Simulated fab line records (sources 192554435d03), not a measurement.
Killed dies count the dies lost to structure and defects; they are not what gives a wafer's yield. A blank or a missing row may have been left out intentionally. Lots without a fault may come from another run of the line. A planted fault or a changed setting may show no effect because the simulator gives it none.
Matching of chambers -- flow n5Finfet -- N5_BEOL_M1_ALD_98 on aldSin-01 has 4 sister chambers
The step deposits SiO2, target thk 2.5 nm, pulse time 1 s, co reactant pulse time 1 s. 8 wafers are shown with their chamber, then 12 later ones without.

== WAFERS PAIRED WITH THEIR CHAMBERS ==
wafer,chamber,heaterPowerW (W),precursorPulseHeightRel
L083.4,2,66,1.006
L083.5,3,70,1.012
L084.2,1,79,0.978
L084.5,0,69,0.994
L084.6,1,77,0.995
L085.2,3,70,0.969
L085.3,0,70,1.009
L085.4,2,65,1.057

== WAFERS WHOSE CHAMBER IS MISSING ==
wafer,heaterPowerW (W),precursorPulseHeightRel
L091.2,70,1.006
L091.3,67,0.999
L091.5,77,0.973
L094.1,77,0.998
L094.4,70,1.008
L094.6,80,0.983
L095.1,73,1.068
L095.3,79,0.989
L095.4,70,1.009
L097.3,70,1.006
L097.4,67,1.009
L097.6,67,0.985

== THE CHAMBER EACH PASSED THROUGH ==
wafer,from the rows above,in truth
L091.2,can't be placed: 0 or 3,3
L091.3,can't be placed: 2 or 0 or 3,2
L091.5,1,1
L094.1,1,1
L094.4,can't be placed: 0 or 3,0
L094.6,1,1
L095.1,can't be placed: 3 or 0 or 1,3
L095.3,1,1
L095.4,can't be placed: 0 or 3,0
L097.3,can't be placed: 0 or 3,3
L097.4,can't be placed: 2 or 0 or 3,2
L097.6,can't be placed: 2 or 0 or 3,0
4 of 12 placed correctly. Not placeable from these rows: 8 (in 8, the candidates include the true chamber). Wrongly placed: 0.
How it was worked out, from the rows above alone: a wafer's distance from a chamber is the root of the sum, over the readings, of the square of ((its reading less the chamber's mean) divided by the reading's scatter). If the next closest chamber is less than 2 further off than the closest, the wafer can't be placed; otherwise it belongs to the closest. A chamber's mean is the mean of its shown wafers. How the scatter is found: for the shown wafers, subtract from each reading the mean of its chamber, square and add these, divide the total by (wafers less chambers), then take the root.
